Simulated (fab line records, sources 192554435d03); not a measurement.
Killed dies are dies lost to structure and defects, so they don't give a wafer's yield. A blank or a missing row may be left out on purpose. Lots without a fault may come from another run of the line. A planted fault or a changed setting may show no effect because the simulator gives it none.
A struck lot beside a sound one | flow n5_finfet | 14 steps out of a route of 1938
Sound: wafers L306.2, L306.3, L306.5. Struck: wafers L312.3, L312.4, L312.5. The cause comes at the end.
At each step with rows: each side's tool, then ch and its chambers, then its first start. Under that, the readings that differ: sound wafers | struck wafers | difference of the means | sigmas: that difference in standard deviations of wafers without a fault.
alike: readings whose means differ by less than 2 such deviations, and words and numbers that are the same on both sides. not compared: withheld readings, readings that some wafer has no value for, bounds like >300 that may hide the same value, and numbers for which the record gives no deviation and whose values overlap.
The two part at a step that has a row with sigmas, a row that says differs or no value, or rows on one side only. Numbers that don't overlap but have no deviation are shown without sigmas and don't part them. A reading that every wafer of one side lacks parts them only if that side has two wafers or more.

N5_BEOL_M0_RS_MEAS_126: measures by four-point-probe.
  sound on film_metro-02, day 6 06:17; struck on film_metro-02, day 7 22:22
  alike: M0_RS
N5_BEOL_M0_INSPECT_127: inspects for defects (darkfield).
  sound on defect_inspect-02, day 6 06:19; struck on defect_inspect-01, day 7 22:24
  alike: raw_defect_count
N5_BEOL_M1_ILD_DEP_00: deposits SiOC from DEMS/O2, target thk 79 nm, time 15.3 s.
  sound on pecvd-02 ch 1,2, day 6 06:21; struck on pecvd-02 ch 1,2, day 7 22:26
  alike: heater_power_w, showerhead_plenum_p_Torr, throttle_valve_pct
N5_BEOL_M1_THK_MEAS_01:
  sound on film_metro-01, day 6 06:25; struck on film_metro-02, day 7 22:30
  alike: M1_ILD_THK
N5_BEOL_M1_PECVD_72: deposits SiO2 from TEOS/O2, target thk 16 nm, time 18 s.
  sound on pecvd-04 ch 0,1, day 6 06:27; struck on pecvd-04 ch 0,1,2, day 7 22:32
  alike: heater_power_w, showerhead_plenum_p_Torr, throttle_valve_pct
N5_BEOL_M1_HM_DEP_02: deposits TiN, target thk 20 nm.
  sound on pvd_sputter-02, day 6 07:30; struck on pvd_sputter-01, day 7 22:35
  alike: throttle_valve_pct
then, 6 steps without rows for these wafers: N5_BEOL_M1_COAT_61 (time 60 s, resist thk 60 nm); N5_BEOL_M1_COAT_62 (time 60 s, resist thk 12 nm); N5_BEOL_M1_COAT_73 (time 60 s, resist thk 5 nm); N5_BEOL_M1_COAT_05 (resist thk 30 nm); N5_BEOL_M1_EBR_07; N5_BEOL_M1_SOFTBAKE_06 (time 60 s).
N5_BEOL_M1_EXPOSE_08: exposes mask M1.
  sound on euv_scanner-02 ch 0, day 6 07:53; struck on euv_scanner-01, day 7 22:59
  no value came back on the struck wafers for any of 5 readings (dipole_opening_deg (degrees), exposure_dose_mJ_cm2 and others); on the sound wafers dipole_opening_deg (degrees) reads 79.7 79.7 79.7
  alike: mask
then, 1 step without rows for these wafers: N5_BEOL_M1_PEB_09 (peb time 60 s).

WHERE THEY PART
Only at N5_BEOL_M1_EXPOSE_08, within this record.

WHY: what the simulator had put in
Skipped step whole: euv_scanner-01, from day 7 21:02 on, at N5_BEOL_M1_EXPOSE_08. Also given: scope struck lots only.
